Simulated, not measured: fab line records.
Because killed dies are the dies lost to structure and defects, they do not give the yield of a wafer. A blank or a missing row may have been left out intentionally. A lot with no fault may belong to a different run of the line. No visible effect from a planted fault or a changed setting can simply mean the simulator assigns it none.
A lot that was struck, set against a sound lot || flow nand-harc || 12 steps out of a route of 1302
Sound: wafers L577.1, L577.2, L577.4. Struck: wafer L594.6. (L594.1, L594.4 of the same lot were not struck and are left out.) The cause comes at the end.
Each step with rows lists, per side, the tool, then ch with its chambers, then its first start. Under that, the readings that differ: sound wafers || struck wafers || difference of the means || sigmas: that difference in standard deviations of wafers without a fault.
alike: readings with means less than 2 such deviations apart, plus words and numbers identical on both sides. not compared: withheld readings, readings lacking a value on some wafer, bounds such as >300 that could conceal the same value, and numbers that have no deviation in the record and whose values overlap.
A row with sigmas, a row that says differs or no value, or rows on one side alone: a step with any of these is where the two part. Numbers that have no deviation but don't overlap get no sigmas and don't part them. Lack of a reading on every wafer of one side parts them only where that side has two or more wafers.

first, 1 step without rows for these wafers: NHARC_A_SLIT_SRD_20.
NHARC_A_SLIT_CD_MEAS_21:
  sound: cd-sem-02 at day 22 16:48; struck: cd-sem-03 at day 28 21:04
  alike: cd-nm
then, 3 steps without rows for these wafers: NHARC_A_SIN_REMOVE_WET_00 (chemistry H3PO4, time 15300 s); NHARC_A_SIN_REMOVE_PRECLEAN_01 (cleans in SC1); NHARC_A_SIN_REMOVE_SRD_02.
NHARC_A_SIN_REMOVE_INSPECT_04:
  sound: defect-inspect-02 at day 22 23:26; struck: defect-inspect-01 at day 29 03:43
  alike: raw-defect-count
NHARC_A_WL_FILL_ALD_00: deposits Al2O3, target thk 3 nm, pulse time 3 s, ald cycles 30.
  sound on ald-hk-04 ch 0,2,3, day 23 00:26; struck on ald-hk-02 ch 1, day 29 03:50
{"reading": "heater-power-outer-w (W)", "sound": "263 207 251", "struck": 335, "difference": "+95", "sigmas": "+3"}
{"reading": "heater-power-w (W)", "sound": "435 375 455", "struck": 618, "difference": "+196", "sigmas": "+3"}
  alike: precursor-pulse-height-rel
NHARC_A_WL_FILL_RTA_01: time 5 s.
  sound on rtp-anneal-01 ch 0, day 23 00:42; struck on rtp-anneal-01 ch 0, day 29 04:02
  alike: lamp-power-pct, lamp_zone_2_pct, wafer_temp_C_max
NHARC_A_WL_FILL_ALD_02: deposits TiN, target thk 2 nm, pulse time 3 s, ald cycles 100.
  sound on ald-metal-02 ch 0,2,3, day 23 00:55; struck on ald-metal-02 ch 0, day 29 04:17
  alike: heater-power-outer-w, heater-power-w, precursor-pulse-height-rel
NHARC_A_WL_FILL_CVD_03: deposits W, target thk 40 nm, time 279 s.
  sound on cvd-w-01 ch 0,1, day 23 01:22; struck on cvd-w-01 ch 0, day 29 04:41
{"reading": "chamber-pressure-Torr (Torr)", "sound": "39.90 39.91 39.93", "struck": 40.16, "difference": "+0.25", "sigmas": "+3"}
  alike: heater-power-outer-w, heater-power-w, throttle-valve-pct
NHARC_A_WL_FILL_ETCHBACK_04: etches the open film in NF3, target depth 60 nm, time 120 s.
  sound on rie-metal-01 ch 0,1, day 23 01:44; struck on rie-metal-01 ch 1, day 29 05:05
{"reading": "oes-product-au (a.u.)", "sound": "0.992 0.997 0.993", "struck": 0.928, "difference": -0.066, "sigmas": -9}
  alike: drypump-motor-current-A
  not compared: rf-hours-counter-h
NHARC_A_WL_FILL_ETCHBACK_05: etches the open film in Cl2/BCl3, target depth 22 nm, time 60 s.
  sound on rie-metal-01 ch 0,1, day 23 01:58; struck on rie-metal-01 ch 0, day 29 05:19
{"reading": "oes-product-au (a.u.)", "sound": "0.977 0.989 0.982", "struck": 1.001, "difference": "+0.018", "sigmas": "+2"}
  alike: drypump-motor-current-A
  not compared: rf-hours-counter-h

WHERE THEY PART
Last at NHARC_A_WL_FILL_ETCHBACK_05 as far as this record goes, first at NHARC_A_WL_FILL_ALD_00.

WHY: what the simulator had put in
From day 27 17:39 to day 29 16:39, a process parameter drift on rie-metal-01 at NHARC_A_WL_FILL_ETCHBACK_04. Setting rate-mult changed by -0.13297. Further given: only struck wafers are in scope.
